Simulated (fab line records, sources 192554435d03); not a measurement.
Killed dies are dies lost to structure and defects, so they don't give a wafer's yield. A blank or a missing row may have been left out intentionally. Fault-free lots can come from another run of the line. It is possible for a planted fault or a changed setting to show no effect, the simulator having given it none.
The tool behind it: which one? / flow n5_finfet / 24 lots with 72 wafers sampled at 6 steps, on a route of 1938 steps

== WHAT EACH GAUGE READ, for each wafer ==
N5_BEOL_M10_OVL_MEAS_12.
lot=L074; measured=day 10 07:25; on=overlay-02; M10_OVL (nm)=0.2 -0.4 -0.8
lot=L077; measured=day 10 10:47; on=overlay-01; M10_OVL (nm)=-1.4 -1.6 -1.5
lot=L075; measured=day 10 10:57; on=overlay-02; M10_OVL (nm)=-0.7 1.1 -0.8
lot=L076; measured=day 10 17:04; on=overlay-01; M10_OVL (nm)=0.5 -0.2 0.4
lot=L079; measured=day 11 03:07; on=overlay-01; M10_OVL (nm)=0.9 0.2 0.3
lot=L078; measured=day 11 06:16; on=overlay-01; M10_OVL (nm)=0.5 -1.4 -0.1
lot=L080; measured=day 11 15:21; on=overlay-02; M10_OVL (nm)=-0.8 -1.3 -0.1
lot=L081; measured=day 11 22:14; on=overlay-02; M10_OVL (nm)=0.2 0.6 1.0
lot=L082; measured=day 12 16:05; on=overlay-01; M10_OVL (nm)=-0.9 0.1 -1.1
lot=L083; measured=day 12 19:26; on=overlay-01; M10_OVL (nm)=-0.6 -0.4 -1.0
lot=L084; measured=day 12 19:35; on=overlay-01; M10_OVL (nm)=0.9 -1.3 0.8
lot=L085; measured=day 13 06:52; on=overlay-01; M10_OVL (nm)=-0.7 -0.9 -0.5
lot=L086; measured=day 13 12:52; on=overlay-02; M10_OVL (nm)=-0.2 0.5 -1.2
lot=L089; measured=day 13 18:48; on=overlay-01; M10_OVL (nm)=-0.8 -0.3 -1.4
lot=L087; measured=day 13 21:59; on=overlay-02; M10_OVL (nm)=-0.4 0.2 0.1
lot=L088; measured=day 13 22:08; on=overlay-01; M10_OVL (nm)=0.2 0.7 -1.0
lot=L090; measured=day 14 14:54; on=overlay-02; M10_OVL (nm)=-0.9 -0.9 -1.1
lot=L092; measured=day 14 20:08; on=overlay-01; M10_OVL (nm)=-1.0 -1.3 0.0
lot=L093; measured=day 14 19:36; on=overlay-01; M10_OVL (nm)=-0.1 -1.6 -1.2
lot=L094; measured=day 15 06:26; on=overlay-01; M10_OVL (nm)=0.4 0.7 0.5
lot=L095; measured=day 15 16:19; on=overlay-01; M10_OVL (nm)=0.7 0.6 0.2
lot=L096; measured=day 15 19:32; on=overlay-01; M10_OVL (nm)=-1.0 -0.9 -0.5
lot=L097; measured=day 15 19:56; on=overlay-02; M10_OVL (nm)=-0.3 0.6 0.7
lot=L091; measured=day 16 13:29; on=overlay-02; M10_OVL (nm)=0.5 0.9 0.8

N5_BEOL_M10_INSPECT_13: inspects for defects (brightfield).
lot=L074; measured=day 10 07:26; on=defect_inspect-01; raw_defect_count=324 513 384
lot=L077; measured=day 10 10:49; on=defect_inspect-02; raw_defect_count=529 534 491
lot=L075; measured=day 10 10:59; on=defect_inspect-01; raw_defect_count=424 378 414
lot=L076; measured=day 10 17:05; on=defect_inspect-02; raw_defect_count=287 356 491
lot=L079; measured=day 11 03:19; on=defect_inspect-01; raw_defect_count=250 262 314
lot=L078; measured=day 11 06:17; on=defect_inspect-02; raw_defect_count=570 473 480
lot=L080; measured=day 11 15:22; on=defect_inspect-02; raw_defect_count=695 549 491
lot=L081; measured=day 11 22:16; on=defect_inspect-02; raw_defect_count=504 768 686
lot=L082; measured=day 12 16:07; on=defect_inspect-01; raw_defect_count=410 506 536
lot=L083; measured=day 12 19:28; on=defect_inspect-01; raw_defect_count=335 351 361
lot=L084; measured=day 12 19:37; on=defect_inspect-02; raw_defect_count=394 411 340
lot=L085; measured=day 13 06:53; on=defect_inspect-02; raw_defect_count=456 363 493
lot=L086; measured=day 13 12:53; on=defect_inspect-02; raw_defect_count=386 516 405
lot=L089; measured=day 13 18:50; on=defect_inspect-02; raw_defect_count=330 379 373
lot=L087; measured=day 13 22:00; on=defect_inspect-01; raw_defect_count=360 291 324
lot=L088; measured=day 13 22:10; on=defect_inspect-02; raw_defect_count=436 762 780
lot=L090; measured=day 14 14:55; on=defect_inspect-02; raw_defect_count=561 357 348
lot=L092; measured=day 14 20:10; on=defect_inspect-02; raw_defect_count=420 398 442
lot=L093; measured=day 14 19:38; on=defect_inspect-01; raw_defect_count=283 307 406
lot=L094; measured=day 15 06:28; on=defect_inspect-02; raw_defect_count=561 584 549
lot=L095; measured=day 15 16:20; on=defect_inspect-02; raw_defect_count=577 534 404
lot=L096; measured=day 15 19:34; on=defect_inspect-02; raw_defect_count=527 373 419
lot=L097; measured=day 15 19:58; on=defect_inspect-01; raw_defect_count=355 338 453
lot=L091; measured=day 16 13:31; on=defect_inspect-02; raw_defect_count=324 439 320

N5_BEOL_M11_CD_MEAS_28: target cd 70 nm.
lot=L074; measured=day 10 15:46; on=cd_sem-01; cd_nm (nm)=70.0 69.9 71.9
lot=L077; measured=day 10 18:13; on=cd_sem-02; cd_nm (nm)=69.1 69.0 69.8
lot=L075; measured=day 10 18:26; on=cd_sem-01; cd_nm (nm)=70.2 70.5 69.2
lot=L076; measured=day 11 05:16; on=cd_sem-02; cd_nm (nm)=70.1 72.2 71.7
lot=L079; measured=day 11 14:52; on=cd_sem-02; cd_nm (nm)=70.0 69.9 70.5
lot=L078; measured=day 11 17:15; on=cd_sem-02; cd_nm (nm)=71.6 72.7 70.9
lot=L080; measured=day 12 03:57; on=cd_sem-03; cd_nm (nm)=69.6 68.1 68.2
lot=L081; measured=day 12 09:38; on=cd_sem-01; cd_nm (nm)=69.5 70.1 70.3
lot=L082; measured=day 13 01:13; on=cd_sem-01; cd_nm (nm)=70.7 69.6 69.6
lot=L083; measured=day 13 05:32; on=cd_sem-01; cd_nm (nm)=68.8 67.7 67.5
lot=L084; measured=day 13 05:42; on=cd_sem-03; cd_nm (nm)=70.6 70.7 71.0
lot=L085; measured=day 13 17:50; on=cd_sem-01; cd_nm (nm)=68.8 69.7 69.3
lot=L086; measured=day 13 21:08; on=cd_sem-02; cd_nm (nm)=67.8 68.5 69.1
lot=L089; measured=day 14 04:56; on=cd_sem-01; cd_nm (nm)=69.2 69.2 70.0
lot=L087; measured=day 14 09:49; on=cd_sem-02; cd_nm (nm)=68.6 69.5 68.5
lot=L088; measured=day 14 06:59; on=cd_sem-02; cd_nm (nm)=68.7 68.3 69.1
lot=L090; measured=day 15 01:11; on=cd_sem-03; cd_nm (nm)=70.1 70.2 69.9
lot=L092; measured=day 15 08:29; on=cd_sem-01; cd_nm (nm)=68.4 70.0 69.5
lot=L093; measured=day 15 08:19; on=cd_sem-02; cd_nm (nm)=71.4 69.3 70.2
lot=L094; measured=day 15 16:06; on=cd_sem-01; cd_nm (nm)=70.5 68.5 69.5
lot=L095; measured=day 16 01:13; on=cd_sem-03; cd_nm (nm)=71.8 71.4 70.5
lot=L096; measured=day 16 06:26; on=cd_sem-01; cd_nm (nm)=69.0 69.9 68.8
lot=L097; measured=day 16 05:53; on=cd_sem-02; cd_nm (nm)=71.8 70.2 70.1
lot=L091; measured=day 17 01:14; on=cd_sem-03; cd_nm (nm)=70.0 70.1 71.3

== TOOL THAT RAN EACH LOT (tool first, then ch and the chambers of the sampled wafers, then the start) ==
lot=L074; N5_BEOL_M10_CURE_71=uv_cure-03 ch 2, day 10 05:26; N5_BEOL_M10_ETCH_41=rie_diel-04 ch 0,1,3, day 10 11:57 or earlier; N5_BEOL_M10_ANNEAL_51=rtp_anneal-02 ch 0, day 10 11:57
lot=L077; N5_BEOL_M10_CURE_71=uv_cure-01 ch 0, day 10 08:55; N5_BEOL_M10_ETCH_41=rie_diel-04 ch 0,1,3, day 10 14:40 or earlier; N5_BEOL_M10_ANNEAL_51=rtp_anneal-02 ch 0, day 10 14:40
lot=L075; N5_BEOL_M10_CURE_71=uv_cure-02 ch 2, day 10 09:21; N5_BEOL_M10_ETCH_41=rie_diel-01 ch 0,2,3, day 10 14:51 or earlier; N5_BEOL_M10_ANNEAL_51=rtp_anneal-01 ch 0, day 10 14:51
lot=L076; N5_BEOL_M10_CURE_71=uv_cure-02 ch 0, day 10 15:13; N5_BEOL_M10_ETCH_41=rie_diel-01 ch 1,2,3, day 10 22:40 or earlier; N5_BEOL_M10_ANNEAL_51=rtp_anneal-01 ch 0, day 10 22:40
lot=L079; N5_BEOL_M10_CURE_71=uv_cure-03 ch 2, day 11 01:35; N5_BEOL_M10_ETCH_41=rie_diel-01 ch 0,2, day 11 09:36 or earlier; N5_BEOL_M10_ANNEAL_51=rtp_anneal-02 ch 0, day 11 09:36
lot=L078; N5_BEOL_M10_CURE_71=uv_cure-03 ch 0, day 11 03:57; N5_BEOL_M10_ETCH_41=rie_diel-04 ch 0,1,3, day 11 13:34 or earlier; N5_BEOL_M10_ANNEAL_51=rtp_anneal-02 ch 0, day 11 13:34
lot=L080; N5_BEOL_M10_CURE_71=uv_cure-02 ch 2, day 11 14:10; N5_BEOL_M10_ETCH_41=rie_diel-01 ch 0,1,2, day 11 20:34 or earlier; N5_BEOL_M10_ANNEAL_51=rtp_anneal-01 ch 0, day 11 20:34
lot=L081; N5_BEOL_M10_CURE_71=uv_cure-02 ch 2, day 11 20:15; N5_BEOL_M10_ETCH_41=rie_diel-01 ch 0,1, day 12 04:17 or earlier; N5_BEOL_M10_ANNEAL_51=rtp_anneal-02 ch 0, day 12 04:17
lot=L082; N5_BEOL_M10_CURE_71=uv_cure-01 ch 0, day 12 12:47; N5_BEOL_M10_ETCH_41=rie_diel-04 ch 1,2,3, day 12 20:38 or earlier; N5_BEOL_M10_ANNEAL_51=rtp_anneal-01 ch 0, day 12 20:38
lot=L083; N5_BEOL_M10_CURE_71=uv_cure-02 ch 1, day 12 17:36; N5_BEOL_M10_ETCH_41=rie_diel-04 ch 1,3, day 13 01:55 or earlier; N5_BEOL_M10_ANNEAL_51=rtp_anneal-01 ch 0, day 13 01:55
lot=L084; N5_BEOL_M10_CURE_71=uv_cure-02 ch 2, day 12 18:10; N5_BEOL_M10_ETCH_41=rie_diel-02 ch 0,2,3, day 13 02:07 or earlier; N5_BEOL_M10_ANNEAL_51=rtp_anneal-02 ch 0, day 13 02:07
lot=L085; N5_BEOL_M10_CURE_71=uv_cure-01 ch 0, day 13 04:28; N5_BEOL_M10_ETCH_41=rie_diel-02 ch 0,1,2, day 13 12:33 or earlier; N5_BEOL_M10_ANNEAL_51=rtp_anneal-02 ch 0, day 13 12:33
lot=L086; N5_BEOL_M10_CURE_71=uv_cure-02 ch 2, day 13 10:59; N5_BEOL_M10_ETCH_41=rie_diel-01 ch 0,1, day 13 16:49 or earlier; N5_BEOL_M10_ANNEAL_51=rtp_anneal-01 ch 0, day 13 16:49
lot=L089; N5_BEOL_M10_CURE_71=uv_cure-03 ch 2, day 13 16:27; N5_BEOL_M10_ETCH_41=rie_diel-02 ch 0,2,3, day 13 23:38 or earlier; N5_BEOL_M10_ANNEAL_51=rtp_anneal-01 ch 0, day 13 23:38
lot=L087; N5_BEOL_M10_CURE_71=uv_cure-02 ch 0, day 13 19:53; N5_BEOL_M10_ETCH_41=rie_diel-01 ch 0,2,3, day 14 03:21 or earlier; N5_BEOL_M10_ANNEAL_51=rtp_anneal-01 ch 0, day 14 03:21
lot=L088; N5_BEOL_M10_CURE_71=uv_cure-01 ch 0, day 13 19:59; N5_BEOL_M10_ETCH_41=rie_diel-01 ch 0,1, day 14 02:07 or earlier; N5_BEOL_M10_ANNEAL_51=rtp_anneal-01 ch 0, day 14 02:07
lot=L090; N5_BEOL_M10_CURE_71=uv_cure-02 ch 0, day 14 13:11; N5_BEOL_M10_ETCH_41=rie_diel-01 ch 0,1,3, day 14 19:05 or earlier; N5_BEOL_M10_ANNEAL_51=rtp_anneal-01 ch 0, day 14 19:05
lot=L092; N5_BEOL_M10_CURE_71=uv_cure-02 ch 2, day 14 17:45; N5_BEOL_M10_ETCH_41=rie_diel-04 ch 0,2, day 15 02:16 or earlier; N5_BEOL_M10_ANNEAL_51=rtp_anneal-02 ch 0, day 15 02:16
lot=L093; N5_BEOL_M10_CURE_71=uv_cure-03 ch 1, day 14 17:45; N5_BEOL_M10_ETCH_41=rie_diel-02 ch 0,3, day 15 02:35 or earlier; N5_BEOL_M10_ANNEAL_51=rtp_anneal-02 ch 0, day 15 02:35
lot=L094; N5_BEOL_M10_CURE_71=uv_cure-01 ch 2, day 15 04:53; N5_BEOL_M10_ETCH_41=rie_diel-04 ch 0,1, day 15 12:02 or earlier; N5_BEOL_M10_ANNEAL_51=rtp_anneal-01 ch 0, day 15 12:02
lot=L095; N5_BEOL_M10_CURE_71=uv_cure-02 ch 2, day 15 13:56; N5_BEOL_M10_ETCH_41=rie_diel-02 ch 0,2, day 15 21:07 or earlier; N5_BEOL_M10_ANNEAL_51=rtp_anneal-02 ch 0, day 15 21:07
lot=L096; N5_BEOL_M10_CURE_71=uv_cure-03 ch 2, day 15 16:34; N5_BEOL_M10_ETCH_41=rie_diel-04 ch 0,1, day 16 01:37 or earlier; N5_BEOL_M10_ANNEAL_51=rtp_anneal-01 ch 0, day 16 01:37
lot=L097; N5_BEOL_M10_CURE_71=uv_cure-02 ch 0, day 15 18:01; N5_BEOL_M10_ETCH_41=rie_diel-02 ch 1,2, day 16 01:30 or earlier; N5_BEOL_M10_ANNEAL_51=rtp_anneal-02 ch 0, day 16 01:30
lot=L091; N5_BEOL_M10_CURE_71=uv_cure-01 ch 1, day 16 09:25; N5_BEOL_M10_ETCH_41=rie_diel-01 ch 0,1,2, day 16 17:42 or earlier; N5_BEOL_M10_ANNEAL_51=rtp_anneal-01 ch 0, day 16 17:42
- N5_BEOL_M10_CURE_71: cures SiCOH lowk, time 240 s.
- N5_BEOL_M10_ETCH_41: etches SiCN in CH3F/O2, target depth 42.6 nm, time 86 s.
- N5_BEOL_M10_ANNEAL_51: time 90 s.

== AS READ BY THE TOOLS THEMSELVES (means over the sampled wafers that have a number; for cases with no such wafer, the mark the record gives instead) ==
N5_BEOL_M10_CURE_71.
lot=L074; tool=uv_cure-03; lamp_power_pct (%)=52.31; wafer_temp_C_max=386.4
lot=L077; tool=uv_cure-01; lamp_power_pct (%)=52.37; wafer_temp_C_max=387.3
lot=L075; tool=uv_cure-02; lamp_power_pct (%)=52.26; wafer_temp_C_max=387.0
lot=L076; tool=uv_cure-02; lamp_power_pct (%)=52.30; wafer_temp_C_max=386.2
lot=L079; tool=uv_cure-03; lamp_power_pct (%)=52.27; wafer_temp_C_max=386.7
lot=L078; tool=uv_cure-03; lamp_power_pct (%)=52.35; wafer_temp_C_max=386.1
lot=L080; tool=uv_cure-02; lamp_power_pct (%)=52.32; wafer_temp_C_max=387.1
lot=L081; tool=uv_cure-02; lamp_power_pct (%)=52.26; wafer_temp_C_max=387.2
lot=L082; tool=uv_cure-01; lamp_power_pct (%)=52.30; wafer_temp_C_max=386.7
lot=L083; tool=uv_cure-02; lamp_power_pct (%)=52.31; wafer_temp_C_max=385.9
lot=L084; tool=uv_cure-02; lamp_power_pct (%)=52.33; wafer_temp_C_max=387.3
lot=L085; tool=uv_cure-01; lamp_power_pct (%)=52.33; wafer_temp_C_max=386.7
lot=L086; tool=uv_cure-02; lamp_power_pct (%)=52.27; wafer_temp_C_max=387.0
lot=L089; tool=uv_cure-03; lamp_power_pct (%)=52.28; wafer_temp_C_max=386.6
lot=L087; tool=uv_cure-02; lamp_power_pct (%)=52.36; wafer_temp_C_max=386.6
lot=L088; tool=uv_cure-01; lamp_power_pct (%)=52.31; wafer_temp_C_max=387.1
lot=L090; tool=uv_cure-02; lamp_power_pct (%)=52.37; wafer_temp_C_max=386.4
lot=L092; tool=uv_cure-02; lamp_power_pct (%)=52.36; wafer_temp_C_max=386.8
lot=L093; tool=uv_cure-03; lamp_power_pct (%)=52.27; wafer_temp_C_max=386.5
lot=L094; tool=uv_cure-01; lamp_power_pct (%)=52.36; wafer_temp_C_max=386.7
lot=L095; tool=uv_cure-02; lamp_power_pct (%)=52.34; wafer_temp_C_max=386.9
lot=L096; tool=uv_cure-03; lamp_power_pct (%)=52.37; wafer_temp_C_max=386.4
lot=L097; tool=uv_cure-02; lamp_power_pct (%)=52.35; wafer_temp_C_max=386.2
lot=L091; tool=uv_cure-01; lamp_power_pct (%)=52.31; wafer_temp_C_max=386.9

N5_BEOL_M10_ETCH_41.
lot=L074; tool=rie_diel-04; drypump_motor_current_A (A)=5.5; oes_product_au (a.u.)=0.83; rf_vpp_V (V)=297.5; showerhead_plenum_p_Torr (Torr)=2.02; throttle_valve_pct (%)=16.44
lot=L077; tool=rie_diel-04; drypump_motor_current_A (A)=5.5; oes_product_au (a.u.)=0.82; rf_vpp_V (V)=297.3; showerhead_plenum_p_Torr (Torr)=2.02; throttle_valve_pct (%)=16.44
lot=L075; tool=rie_diel-01; drypump_motor_current_A (A)=6.1; oes_product_au (a.u.)=0.72; rf_vpp_V (V)=295.8; showerhead_plenum_p_Torr (Torr)=1.96; throttle_valve_pct (%)=16.43
lot=L076; tool=rie_diel-01; drypump_motor_current_A (A)=6.2; oes_product_au (a.u.)=0.75; rf_vpp_V (V)=297.2; showerhead_plenum_p_Torr (Torr)=1.99; throttle_valve_pct (%)=16.53
lot=L079; tool=rie_diel-01; drypump_motor_current_A (A)=5.8; oes_product_au (a.u.)=0.72; rf_vpp_V (V)=295.3; showerhead_plenum_p_Torr (Torr)=1.90; throttle_valve_pct (%)=16.28
lot=L078; tool=rie_diel-04; drypump_motor_current_A (A)=5.5; oes_product_au (a.u.)=0.81; rf_vpp_V (V)=297.2; showerhead_plenum_p_Torr (Torr)=2.02; throttle_valve_pct (%)=16.45
lot=L080; tool=rie_diel-01; drypump_motor_current_A (A)=5.9; oes_product_au (a.u.)=0.74; rf_vpp_V (V)=296.2; showerhead_plenum_p_Torr (Torr)=1.94; throttle_valve_pct (%)=16.38
lot=L081; tool=rie_diel-01; drypump_motor_current_A (A)=6.1; oes_product_au (a.u.)=0.77; rf_vpp_V (V)=296.3; showerhead_plenum_p_Torr (Torr)=1.97; throttle_valve_pct (%)=16.41
lot=L082; tool=rie_diel-04; drypump_motor_current_A (A)=5.7; oes_product_au (a.u.)=0.81; rf_vpp_V (V)=297.0; showerhead_plenum_p_Torr (Torr)=2.02; throttle_valve_pct (%)=16.37
lot=L083; tool=rie_diel-04; drypump_motor_current_A (A)=5.5; oes_product_au (a.u.)=0.83; rf_vpp_V (V)=297.9; showerhead_plenum_p_Torr (Torr)=2.02; throttle_valve_pct (%)=16.51
lot=L084; tool=rie_diel-02; drypump_motor_current_A (A)=6.0; oes_product_au (a.u.)=0.74; rf_vpp_V (V)=297.7; showerhead_plenum_p_Torr (Torr)=2.04; throttle_valve_pct (%)=16.52
lot=L085; tool=rie_diel-02; drypump_motor_current_A (A)=6.2; oes_product_au (a.u.)=0.75; rf_vpp_V (V)=297.5; showerhead_plenum_p_Torr (Torr)=2.04; throttle_valve_pct (%)=16.61
lot=L086; tool=rie_diel-01; drypump_motor_current_A (A)=6.1; oes_product_au (a.u.)=0.76; rf_vpp_V (V)=296.9; showerhead_plenum_p_Torr (Torr)=1.97; throttle_valve_pct (%)=16.40
lot=L089; tool=rie_diel-02; drypump_motor_current_A (A)=6.0; oes_product_au (a.u.)=0.73; rf_vpp_V (V)=298.3; showerhead_plenum_p_Torr (Torr)=2.04; throttle_valve_pct (%)=16.54
lot=L087; tool=rie_diel-01; drypump_motor_current_A (A)=6.1; oes_product_au (a.u.)=0.80; rf_vpp_V (V)=296.1; showerhead_plenum_p_Torr (Torr)=1.95; throttle_valve_pct (%)=16.32
lot=L088; tool=rie_diel-01; drypump_motor_current_A (A)=6.0; oes_product_au (a.u.)=0.73; rf_vpp_V (V)=296.9; showerhead_plenum_p_Torr (Torr)=1.93; throttle_valve_pct (%)=16.35
lot=L090; tool=rie_diel-01; drypump_motor_current_A (A)=6.2; oes_product_au (a.u.)=0.82; rf_vpp_V (V)=297.8; showerhead_plenum_p_Torr (Torr)=1.98; throttle_valve_pct (%)=16.35
lot=L092; tool=rie_diel-04; drypump_motor_current_A (A)=5.5; oes_product_au (a.u.)=0.88; rf_vpp_V (V)=297.7; showerhead_plenum_p_Torr (Torr)=1.98; throttle_valve_pct (%)=16.03
lot=L093; tool=rie_diel-02; drypump_motor_current_A (A)=5.9; oes_product_au (a.u.)=0.77; rf_vpp_V (V)=297.3; showerhead_plenum_p_Torr (Torr)=2.02; throttle_valve_pct (%)=16.40
lot=L094; tool=rie_diel-04; drypump_motor_current_A (A)=5.4; oes_product_au (a.u.)=0.87; rf_vpp_V (V)=297.3; showerhead_plenum_p_Torr (Torr)=1.98; throttle_valve_pct (%)=16.18
lot=L095; tool=rie_diel-02; drypump_motor_current_A (A)=6.3; oes_product_au (a.u.)=0.77; rf_vpp_V (V)=297.1; showerhead_plenum_p_Torr (Torr)=2.05; throttle_valve_pct (%)=16.57
lot=L096; tool=rie_diel-04; drypump_motor_current_A (A)=5.4; oes_product_au (a.u.)=0.86; rf_vpp_V (V)=297.2; showerhead_plenum_p_Torr (Torr)=1.98; throttle_valve_pct (%)=16.19
lot=L097; tool=rie_diel-02; drypump_motor_current_A (A)=6.1; oes_product_au (a.u.)=0.71; rf_vpp_V (V)=297.5; showerhead_plenum_p_Torr (Torr)=2.02; throttle_valve_pct (%)=16.74
lot=L091; tool=rie_diel-01; drypump_motor_current_A (A)=5.9; oes_product_au (a.u.)=0.73; rf_vpp_V (V)=295.9; showerhead_plenum_p_Torr (Torr)=1.93; throttle_valve_pct (%)=16.43

N5_BEOL_M10_ANNEAL_51.
lot=L074 tool=rtp_anneal-02 wafer_temp_C_max=225.76
lot=L077 tool=rtp_anneal-02 wafer_temp_C_max=225.85
lot=L075 tool=rtp_anneal-01 wafer_temp_C_max=226.18
lot=L076 tool=rtp_anneal-01 wafer_temp_C_max=226.13
lot=L079 tool=rtp_anneal-02 wafer_temp_C_max=225.73
lot=L078 tool=rtp_anneal-02 wafer_temp_C_max=225.95
lot=L080 tool=rtp_anneal-01 wafer_temp_C_max=226.14
lot=L081 tool=rtp_anneal-02 wafer_temp_C_max=225.67
lot=L082 tool=rtp_anneal-01 wafer_temp_C_max=226.23
lot=L083 tool=rtp_anneal-01 wafer_temp_C_max=225.86
lot=L084 tool=rtp_anneal-02 wafer_temp_C_max=225.96
lot=L085 tool=rtp_anneal-02 wafer_temp_C_max=225.70
lot=L086 tool=rtp_anneal-01 wafer_temp_C_max=225.95
lot=L089 tool=rtp_anneal-01 wafer_temp_C_max=226.31
lot=L087 tool=rtp_anneal-01 wafer_temp_C_max=225.96
lot=L088 tool=rtp_anneal-01 wafer_temp_C_max=226.20
lot=L090 tool=rtp_anneal-01 wafer_temp_C_max=226.26
lot=L092 tool=rtp_anneal-02 wafer_temp_C_max=225.75
lot=L093 tool=rtp_anneal-02 wafer_temp_C_max=225.82
lot=L094 tool=rtp_anneal-01 wafer_temp_C_max=226.02
lot=L095 tool=rtp_anneal-02 wafer_temp_C_max=225.84
lot=L096 tool=rtp_anneal-01 wafer_temp_C_max=226.37
lot=L097 tool=rtp_anneal-02 wafer_temp_C_max=225.73
lot=L091 tool=rtp_anneal-01 wafer_temp_C_max=226.35

== THE ANSWER, worked out from the rows above alone ==
Rule: the usual values come from the lots themselves. The widest of any qualifying gaps counts: lots, ordered by their means at a reading, are off when they make up no more than a third of the lots, leave a main group of 4 or more, and stand apart from it by 3 or more times the standard deviation of that group's means. If all means in a main group match to the digits the tables above print for the reading, that group is not used. Also off: a lot with no number at a reading for which 4 or more lots have one. Where the step has rows for the other lots, those lots are counted as sound. The gauges are gone through in route order, then the tools' own readings, and for those a lot's mean is taken as printed above. The first step at which some lot is off is used, and at that step the reading that is off furthest; a lot without a number counts as furthest.
No lot is off at any reading shown: from this, nothing can be told.

== WHAT THE SIMULATOR PUT IN ==
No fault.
